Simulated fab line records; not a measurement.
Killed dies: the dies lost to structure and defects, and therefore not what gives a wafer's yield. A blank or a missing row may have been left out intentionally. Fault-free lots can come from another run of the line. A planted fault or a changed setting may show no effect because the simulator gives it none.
fab line records	flow n5Finfet	part 1 of 2: steps 1 to 21 of 29
record lots=5	wafers=15	lastDay=16
route steps=1938 shown FIN_SAQP@100
lots with no fault: from the same line, run without faults
startH: hours from the record's opening day to when the first of the lot's shown wafers began	waitH: hours since the lot's step before	" as in the row above	L1.1+2: a single row standing in for several wafers	- either no value or no given start	* or withheld: withheld	< > ~ a bound
route shown NAME@n: a module of which the file shows steps, and the number in the route of the first	usual: mean/standard deviation of fault-free wafers	same: alike in all rows	chamber/n: place in a boat	sites: the reading at each site	_std_site: the standard deviation of these	_edge_site: mean of outer sites minus mean of inner sites	radiusMm: for every site, how far away it sits from the centre of the wafer	mask NAME#n: copy n	behind: tool/chamber where the wafer was last shaped	hold: why the lot went on hold/how many hours it stayed there/how the hold came to an end	device: the transistor (n, p or np) that didn't switch	end of line: the route-end tests of the same wafers	for a step that has no rows: nothing shown but its recipe	killed: the dies lost at the first sort to structure and to defects; this is not the yield of the wafer	map: the dies of a wafer, with x for killed, . for not killed, _ for no die there
set.NAME: the setting as run; set.NAME@STEP: as run at that earlier step	model.NAME: the simulator's own value behind a step, which no gauge read
lots at some steps of the route; a table a step, a row a wafer
services: a tool's chamber out of use, with start hour (startH, from the record's first day; less than 0 if before it), hours out, and reason
## steps
# step N5_FIN_SAQP_PECVD_06
# recipe material=a-Si	targetThkA=600	tempC=400	precursor=SiH4/He	pressureTorr=3	rfW=100	timeS=48.1
# usual heaterPowerW=820/88	showerheadPlenumPTorr=5.68/0.048	throttleValvePct=18.3/1.2
lot.wafer	tool	chamber	startH	waitH	heaterPowerW	showerheadPlenumPTorr	throttleValvePct
L074.1	pecvd-02	0	20.98	0.0	942	5.64	18.5
L074.4	"	2	"	"	771	5.65	20.4
L074.6	"	0	"	"	931	5.63	18.5
L082.2	pecvd-03	2	69.12	0.0	825	5.69	17.4
L082.4	"	1	"	"	772	5.72	18.1
L082.5	"	2	"	"	815	5.71	17.3
L084.1	pecvd-03	2	81.81	0.0	825	5.70	17.5
L084.3	"	0	"	"	699	5.64	18.5
L084.4	"	1	"	"	822	5.72	17.9
L087.2	pecvd-03	2	99.07	0.0	843	5.68	17.2
L087.4	"	1	"	"	810	5.71	18.0
L087.6	"	0	"	"	840	5.63	18.7
L094.1	pecvd-01	2	141.59	0.0	858	5.71	17.8
L094.5	"	1	"	"	821	5.69	21.7
L094.6	"	0	"	"	858	5.63	19.7
# step N5_FIN_SAQP_THK_MEAS_07
# usual thkNm=59.9/0.76
lot.wafer	tool	chamber	startH	waitH	thkNm
L074.1	filmMetro-01	-	21.07	0.1	59.3
L074.4	"	-	"	"	59.6
L074.6	"	-	"	"	60.4
L082.2	filmMetro-02	-	69.21	0.1	59.6
L082.4	"	-	"	"	59.6
L082.5	"	-	"	"	59.5
L084.1	filmMetro-01	-	81.90	0.1	58.7
L084.3	"	-	"	"	59.2
L084.4	"	-	"	"	59.8
L087.2	filmMetro-01	-	99.16	0.1	58.1
L087.4	"	-	"	"	59.6
L087.6	"	-	"	"	60.5
L094.1	filmMetro-02	-	141.68	0.1	60.4
L094.5	"	-	"	"	60.6
L094.6	"	-	"	"	60.3
# step N5_FIN_SAQP_HM_DEP_72
# recipe material=SiO2	targetThkA=120	tempC=400	precursor=SiH4/N2O	pressureTorr=0.75	rfW=275	timeS=7.2
# usual heaterPowerW=744/76	showerheadPlenumPTorr=8.18/0.12
lot.wafer	tool	chamber	startH	waitH	heaterPowerW	showerheadPlenumPTorr
L074.1	pecvd-03	0	21.11	0.0	720	8.02
L074.4	"	0	"	"	732	8.03
L074.6	"	1	"	"	745	8.29
L082.2	pecvd-01	2	69.25	0.0	753	8.24
L082.4	"	1	"	"	788	8.22
L082.5	"	0	"	"	795	8.04
L084.1	pecvd-02	1	81.94	0.0	713	8.38
L084.3	"	2	"	"	635	8.05
L084.4	"	1	"	"	700	8.39
L087.2	pecvd-02	1	99.19	0.0	642	8.36
L087.4	"	0	"	"	930	8.04
L087.6	"	1	"	"	649	8.38
L094.1	pecvd-01	2	141.71	0.0	845	8.28
L094.5	"	0	"	"	674	8.01
L094.6	"	1	"	"	792	8.24
# step N5_FIN_SAQP_COAT_49
# recipe resist=SOC	tempC=250	timeS=60	spinRpm=1500	resistThkNm=100
lot.wafer	tool	chamber	startH	waitH
L074.1+4+6	lithoTrack-04	0	21.18	0.1
L082.2+4+5	lithoTrack-03	0	69.32	0.1
L084.1+3+4	lithoTrack-02	0	82.02	0.1
L087.2+4+6	lithoTrack-02	0	99.27	0.1
L094.1+5+6	lithoTrack-02	0	141.79	0.1
# step N5_FIN_SAQP_COAT_50
# recipe resist=SiARC	tempC=220	timeS=60	spinRpm=1500	resistThkNm=35
lot.wafer	tool	chamber	startH	waitH
L074.1+4+6	lithoTrack-04	0	-	-
L082.2+4+5	lithoTrack-03	0	-	-
L084.1+3+4	lithoTrack-02	0	-	-
L087.2+4+6	lithoTrack-02	0	-	-
L094.1+5+6	lithoTrack-02	0	-	-
# step N5_FIN_SAQP_COAT_10
# recipe resist=CAR-ArF	spinRpm=1500	resistThkNm=90
lot.wafer	tool	chamber	startH	waitH
L074.1+4+6	lithoTrack-04	0	-	-
L082.2+4+5	lithoTrack-03	0	-	-
L084.1+3+4	lithoTrack-02	0	-	-
L087.2+4+6	lithoTrack-02	0	-	-
L094.1+5+6	lithoTrack-02	0	-	-
# step N5_FIN_SAQP_EBR_12
# recipe solvent=PGMEA	ebrWidthMm=1.5
# same ebrWidthMm=1.5
lot.wafer	tool	chamber	startH	waitH
L074.1+4+6	lithoTrack-04	0	-	-
L082.2+4+5	lithoTrack-03	0	-	-
L084.1+3+4	lithoTrack-02	0	-	-
L087.2+4+6	lithoTrack-02	0	-	-
L094.1+5+6	lithoTrack-02	0	-	-
# step N5_FIN_SAQP_SOFTBAKE_11
# recipe tempC=110	timeS=60	resist=CAR-ArF
lot.wafer	tool	chamber	startH	waitH
L074.1+4+6	lithoTrack-04	0	-	-
L082.2+4+5	lithoTrack-03	0	-	-
L084.1+3+4	lithoTrack-02	0	-	-
L087.2+4+6	lithoTrack-02	0	-	-
L094.1+5+6	lithoTrack-02	0	-	-
# step N5_FIN_SAQP_EXPOSE_13
# recipe maskId=FIN_CORE	na=1.35	sourceShape=dipole	sigmaInner=0.538	sigmaOuter=0.738	polarization=te	targetCdNm=35.6	doseMj=63.25
# usual focusOffsetNm=-0.1/0.5
lot.wafer	tool	chamber	startH	waitH	mask	focusOffsetNm
L074.1	arfiScanner-01	0	21.30	-	FIN_CORE#0	0.4
L074.4	"	0	"	"	FIN_CORE#0	0.3
L074.6	"	0	"	"	FIN_CORE#0	0.0
L082.2	arfiScanner-02	0	69.57	-	FIN_CORE#0	0.2
L082.4	"	0	"	"	FIN_CORE#0	0.6
L082.5	"	0	"	"	FIN_CORE#0	0.1
L084.1	arfiScanner-02	0	82.26	-	FIN_CORE#0	-0.2
L084.3	"	0	"	"	FIN_CORE#0	-0.1
L084.4	"	0	"	"	FIN_CORE#0	-0.5
L087.2	arfiScanner-03	0	99.52	-	FIN_CORE#0	0.3
L087.4	"	0	"	"	FIN_CORE#0	-0.1
L087.6	"	0	"	"	FIN_CORE#0	-0.3
L094.1	arfiScanner-01	0	142.03	-	FIN_CORE#0	0.1
L094.5	"	0	"	"	FIN_CORE#0	-1.0
L094.6	"	0	"	"	FIN_CORE#0	-0.5
# step N5_FIN_SAQP_PEB_14
# recipe pebTempC=withheld	pebTimeS=60	resist=CAR-ArF
lot.wafer	tool	chamber	startH	waitH
L074.1+4+6	lithoTrack-04	0	21.36	0.1
L082.2+4+5	lithoTrack-03	0	69.63	0.0
L084.1+3+4	lithoTrack-02	0	82.32	0.1
L087.2+4+6	lithoTrack-02	0	99.57	0.0
L094.1+5+6	lithoTrack-04	0	142.09	0.1
# step N5_FIN_SAQP_DEVELOP_15
# recipe developTimeS=30	developer=TMAH	resist=CAR-ArF	devTempC=23	rinseLiquid=diw	dry=airSpin
# usual developerTempC=22.99/0.1
lot.wafer	tool	chamber	startH	waitH	developerTempC
L074.1	lithoTrack-04	0	-	-	23.14
L074.4	"	0	"	"	22.99
L074.6	"	0	"	"	23.03
L082.2	lithoTrack-03	0	-	-	22.86
L082.4	"	0	"	"	23.06
L082.5	"	0	"	"	22.83
L084.1	lithoTrack-02	0	-	-	22.98
L084.3	"	0	"	"	22.95
L084.4	"	0	"	"	22.94
L087.2	lithoTrack-02	0	-	-	22.94
L087.4	"	0	"	"	22.81
L087.6	"	0	"	"	22.88
L094.1	lithoTrack-04	0	-	-	23.13
L094.5	"	0	"	"	23.02
L094.6	"	0	"	"	22.95
# step N5_FIN_SAQP_CD_MEAS_16
# recipe targetCdNm=35.6	landingEnergyEv=500	detector=seInlens
# usual cdNm=35.6/0.33
lot.wafer	tool	chamber	startH	waitH	cdNm
L074.1	cdSem-03	0	21.43	-	35.3
L074.4	"	0	"	"	36.1
L074.6	"	0	"	"	35.9
L082.2	cdSem-01	0	69.70	-	35.5
L082.4	"	0	"	"	35.3
L082.5	"	0	"	"	35.1
L084.1	cdSem-02	0	82.39	-	35.4
L084.3	"	0	"	"	35.3
L084.4	"	0	"	"	35.5
L087.2	cdSem-02	0	99.64	-	35.1
L087.4	"	0	"	"	34.9
L087.6	"	0	"	"	35.4
L094.1	cdSem-01	0	142.16	-	35.7
L094.5	"	0	"	"	36.0
L094.6	"	0	"	"	35.2
# step N5_FIN_SAQP_OVL_MEAS_17
# recipe pointsPerWafer=44
# usual FIN_CORE_OVL=-0.5/0.83
lot.wafer	tool	chamber	startH	waitH	FIN_CORE_OVL[nm]
L074.1	overlay-01	0	21.47	0.0	-0.3
L074.4	"	0	"	"	0.5
L074.6	"	0	"	"	0.2
L082.2	overlay-02	0	69.74	0.0	-0.4
L082.4	"	0	"	"	-0.6
L082.5	"	0	"	"	-1.5
L084.1	overlay-02	0	82.43	0.0	-1.1
L084.3	"	0	"	"	-1.9
L084.4	"	0	"	"	-1.1
L087.2	overlay-02	0	99.68	0.0	-0.8
L087.4	"	0	"	"	0.8
L087.6	"	0	"	"	1.0
L094.1	overlay-01	0	142.20	0.0	0.2
L094.5	"	0	"	"	-1.0
L094.6	"	0	"	"	0.5
# step N5_FIN_SAQP_INSPECT_18
# recipe mode=adi	inspectInstrument=brightfield
# usual rawDefectCount=395/99
lot.wafer	tool	chamber	startH	waitH	rawDefectCount
L074.1	defectInspect-02	-	21.49	0.0	315
L074.4	"	-	"	"	235
L074.6	"	-	"	"	236
L082.2	defectInspect-01	-	69.76	0.0	392
L082.4	"	-	"	"	538
L082.5	"	-	"	"	425
L084.1	defectInspect-02	-	82.45	0.0	521
L084.3	"	-	"	"	307
L084.4	"	-	"	"	377
L087.2	defectInspect-01	-	99.70	0.0	323
L087.4	"	-	"	"	361
L087.6	"	-	"	"	419
L094.1	defectInspect-01	-	142.22	0.0	361
L094.5	"	-	"	"	401
L094.6	"	-	"	"	387
# step N5_FIN_SAQP_DESCUM_21
# recipe chemistry=O2	timeS=7.9	sourcePowerW=50	biasPowerW=20	pressureMtorr=20	rfFrequencyHz=2.712e+07	tempC=40	resist=CAR-ArF	o2FlowSccm=225
# usual drypumpMotorCurrentA=5.5/0.5	oesProductAu=0.79/0.07	rfVppV=243.4/1.4	showerheadPlenumPTorr=2.12/0.074	throttleValvePct=20.48/0.22
lot.wafer	tool	chamber	startH	waitH	drypumpMotorCurrentA	oesProductAu	rfHoursCounterH	rfVppV	showerheadPlenumPTorr	throttleValvePct
L074.1	rieDiel-01	2	21.54	0.0	5.1	0.85	54	244.3	2.22	20.61
L074.4	"	1	"	"	5.7	0.70	-	243.3	2.07	20.54
L074.6	"	2	"	"	5.1	0.85	-	245.5	2.22	20.62
L082.2	rieDiel-06	0	69.79	0.0	5.0	0.76	154	245.1	2.17	20.58
L082.4	"	1	"	"	5.4	0.84	65	243.2	2.15	20.51
L082.5	"	2	"	"	5.2	0.84	-	242.6	2.04	20.55
L084.1	rieDiel-01	3	82.48	0.0	6.5	0.91	15	245.2	2.24	20.12
L084.3	"	0	"	"	5.6	0.75	178	243.7	2.08	20.59
L084.4	"	2	"	"	5.1	0.81	77	245.3	2.21	20.65
L087.2	rieDiel-06	1	99.74	0.0	5.4	0.83	76	243.3	2.14	20.52
L087.4	"	3	"	"	4.9	0.86	51	242.3	2.05	20.14
L087.6	"	1	"	"	5.4	0.83	-	243.4	2.14	20.52
L094.1	rieDiel-01	1	142.26	0.0	5.7	0.68	249	241.8	2.06	20.63
L094.5	"	0	"	"	5.7	0.73	-	242.5	2.07	20.62
L094.6	"	3	"	"	6.5	0.89	-	245.3	2.23	20.16
# step N5_FIN_SAQP_ETCH_51
# recipe chemistry=CF4	target=SiARC	targetDepthA=455	maskMaterial=CAR-ArF	timeS=75.8	ionEnergyEv=80	pressureMtorr=40	sourceW=545	biasW=36	Ar_flow_sccm=100	cf4FlowSccm=100	ends=cleared
# usual drypumpMotorCurrentA=5.5/0.5	etchRfOnTimeS=76.0/1.8	oesProductAu=0.68/0.06	rfVppV=184.1/1.1	showerheadPlenumPTorr=2.16/0.074	throttleValvePct=15.62/0.26
lot.wafer	tool	chamber	startH	waitH	drypumpMotorCurrentA	etchRfOnTimeS	oesProductAu	rfHoursCounterH	rfVppV	showerheadPlenumPTorr	throttleValvePct
L074.1	rieDiel-01	2	21.58	0.0	5.1	79.0	0.72	54	185.8	2.26	15.77
L074.4	"	1	"	"	5.8	76.5	0.61	-	183.3	2.12	15.77
L074.6	"	2	"	"	5.1	77.9	0.71	-	186.3	2.27	15.77
L082.2	rieDiel-06	0	69.83	0.0	5.0	75.4	0.64	154	185.2	2.22	15.78
L082.4	"	1	"	"	5.4	76.2	0.70	65	185.8	2.18	15.54
L082.5	"	2	"	"	5.2	72.6	0.73	-	183.9	2.08	15.58
L084.1	rieDiel-01	3	82.52	0.0	6.5	73.9	0.79	15	184.9	2.28	15.25
L084.3	"	0	"	"	5.6	75.5	0.64	178	183.7	2.13	15.78
L084.4	"	2	"	"	5.1	78.5	0.69	77	184.4	2.26	15.84
L087.2	rieDiel-06	1	99.77	0.0	5.4	77.1	0.69	76	184.2	2.18	15.59
L087.4	"	3	"	"	4.9	77.1	0.72	51	182.7	2.08	15.15
L087.6	"	1	"	"	5.4	77.6	0.69	-	183.8	2.18	15.57
L094.1	rieDiel-01	1	142.29	0.0	5.7	76.9	0.58	249	183.8	2.11	15.83
L094.5	"	0	"	"	5.6	74.7	0.64	-	184.0	2.12	15.83
L094.6	"	3	"	"	6.5	74.1	0.75	-	185.4	2.27	15.28
# step N5_FIN_SAQP_ETCH_52
# recipe chemistry=N2/H2	target=SOC	targetDepthA=1000	overetchA=200	maskMaterial=SiARC	tempC=40	timeS=150	ionEnergyEv=200	pressureMtorr=30	sourceW=840	biasW=150	n2FlowSccm=200	h2FlowSccm=200	ends=endPoint
# usual drypumpMotorCurrentA=5.5/0.5	h2FlowSccm=200.0/0.54	oesProductAu=0.71/0.06	rfVppV=524.4/2.7	showerheadPlenumPTorr=2.57/0.091	throttleValvePct=17.87/0.24
lot.wafer	tool	chamber	startH	waitH	drypumpMotorCurrentA	h2FlowSccm	oesProductAu	rfHoursCounterH	rfVppV	showerheadPlenumPTorr	throttleValvePct
L074.1	rieDiel-01	2	21.63	0.0	5.1	199.5	0.76	54	528.0	2.70	18.06
L074.4	"	1	"	"	5.8	199.5	0.63	-	523.5	2.52	18.01
L074.6	"	2	"	"	5.1	199.8	0.76	-	527.6	2.70	18.05
L082.2	rieDiel-06	0	69.88	0.0	5.1	200.0	0.68	154	526.4	2.65	18.13
L082.4	"	1	"	"	5.4	199.3	0.75	65	524.0	2.57	17.66
L082.5	"	2	"	"	5.2	199.5	0.75	-	521.2	2.48	17.95
L084.1	rieDiel-01	3	82.58	0.0	6.5	199.4	0.83	15	528.2	2.71	17.47
L084.3	"	0	"	"	5.6	200.0	0.67	178	524.7	2.52	17.91
L084.4	"	2	"	"	5.1	198.9	0.74	77	526.9	2.69	18.09
L087.2	rieDiel-06	1	99.83	0.0	5.4	199.3	0.74	76	524.4	2.56	17.67
L087.4	"	3	"	"	4.9	200.7	0.76	51	521.8	2.49	17.65
L087.6	"	1	"	"	5.4	200.4	0.74	-	523.3	2.56	17.69
L094.1	rieDiel-01	1	142.35	0.0	5.8	199.3	0.62	249	521.4	2.50	18.08
L094.5	"	0	"	"	5.6	201.7	0.66	-	523.4	2.51	17.97
L094.6	"	3	"	"	6.5	200.3	0.77	-	527.8	2.70	17.49
# step N5_FIN_SAQP_STRIP_53
# recipe chemistry=N2/H2	tempC=40	n2FlowSccm=200	h2FlowSccm=200	rfFrequencyHz=6e+07
lot.wafer	tool	chamber	startH	waitH
L074.1+4+6	rieDiel-01	2,1,2	21.73	0.0
L082.2+4+5	rieDiel-06	0,1,2	69.98	0.0
L084.1+3+4	rieDiel-01	3,0,2	82.67	0.0
L087.2+4+6	rieDiel-06	1,3,1	99.93	0.0
L094.1+5+6	rieDiel-01	1,0,3	142.45	0.0
# step N5_FIN_SAQP_HM_OPEN_73
# recipe chemistry=CHF3/O2	target=SiO2	stopOn=a-Si	targetDepthA=120	overEtchFrac=1.8	maskMaterial=SOC	timeS=16.8	pressureMtorr=30	sourceW=650	biasW=170	Ar_flow_sccm=200	CHF3_flow_sccm=50	O2_flow_sccm=5	ionEnergyEv=200	ends=endPoint
# usual O2_flow_sccm=5.001/0.014	drypumpMotorCurrentA=5.5/0.5	oesProductAu=0.47/0.041	rfVppV=524/7.4	showerheadPlenumPTorr=2.43/0.083	throttleValvePct=18.83/0.24
lot.wafer	tool	chamber	startH	waitH	O2_flow_sccm	drypumpMotorCurrentA	oesProductAu	rfHoursCounterH	rfVppV	showerheadPlenumPTorr	throttleValvePct
L074.1	rieDiel-01	2	21.74	0.0	5.008	5.1	0.51	54	518	2.55	19.04
L074.4	"	1	"	"	5.007	5.7	0.42	-	512	2.38	18.92
L074.6	"	2	"	"	5.024	5.1	0.52	-	518	2.56	19.05
L082.2	rieDiel-06	0	69.99	0.0	5.017	5.0	0.45	154	512	2.50	18.98
L082.4	"	1	"	"	4.983	5.4	0.49	65	533	2.45	18.78
L082.5	"	2	"	"	5.012	5.2	0.50	-	531	2.34	18.82
L084.1	rieDiel-01	3	82.68	0.0	5.013	6.6	0.55	15	533	2.55	18.43
L084.3	"	0	"	"	5.004	5.6	0.45	178	525	2.39	18.95
L084.4	"	2	"	"	4.980	5.1	0.49	77	518	2.55	19.10
L087.2	rieDiel-06	1	99.94	0.0	5.005	5.3	0.50	76	532	2.45	18.79
L087.4	"	3	"	"	4.994	4.9	0.51	51	529	2.34	18.39
L087.6	"	1	"	"	4.992	5.4	0.49	-	533	2.45	18.80
L094.1	rieDiel-01	1	142.46	0.0	5.000	5.7	0.40	249	511	2.37	18.98
L094.5	"	0	"	"	4.995	5.7	0.44	-	526	2.38	18.97
L094.6	"	3	"	"	5.019	6.5	0.52	-	531	2.54	18.46
# step N5_FIN_SAQP_STRIP_74
# recipe chemistry=CHF3/O2	resist=SiARC	rfFrequencyHz=6e+07
lot.wafer	tool	chamber	startH	waitH
L074.1+4+6	rieDiel-01	2,1,2	21.79	0.0
L082.2+4+5	rieDiel-06	0,1,2	70.04	0.0
L084.1+3+4	rieDiel-01	3,0,2	82.74	0.0
L087.2+4+6	rieDiel-06	1,3,1	99.99	0.0
L094.1+5+6	rieDiel-01	1,0,3	142.51	0.0
# step N5_FIN_SAQP_MANDREL_ETCH_22
# recipe targetDepthA=600	chemistry=HBr/Cl2	target=a-Si	stopOn=SiNx	btTimeS=10	overEtchFrac=0.5	timeS=30	pressureMtorr=10	icpW=800	biasW=75	HBr_flow_sccm=150	Cl2_flow_sccm=80	ends=endPoint
# usual drypumpMotorCurrentA=5.9/0.51	oesProductAu=0.765/0.014	throttleValvePct=35.31/0.23
lot.wafer	tool	chamber	startH	waitH	drypumpMotorCurrentA	oesProductAu	rfHoursCounterH	throttleValvePct
L074.1	rieSi-02	3	21.82	0.0	5.1	0.758	68	35.23
L074.4	"	1	"	"	6.3	0.775	2	35.43
L074.6	"	2	"	"	6.1	0.747	-	35.02
L082.2	rieSi-02	1	70.08	0.0	6.3	0.783	3	35.44
L082.4	"	0	"	"	5.8	0.753	132	35.56
L082.5	"	1	"	"	6.3	0.766	-	35.42
L084.1	rieSi-02	3	82.77	0.0	5.0	0.747	69	35.25
L084.3	"	2	"	"	6.1	0.735	23	35.05
L084.4	"	0	"	"	5.8	0.757	132	35.56
L087.2	rieSi-01	2	100.02	0.0	6.2	0.758	78	35.17
L087.4	"	0	"	"	5.3	0.770	165	35.19
L087.6	"	2	"	"	6.2	0.775	-	35.13
L094.1	rieSi-01	1	142.54	0.0	6.4	0.763	154	35.69
L094.5	"	3	"	"	6.5	0.792	-	35.16
L094.6	"	2	"	"	6.2	0.773	-	35.15
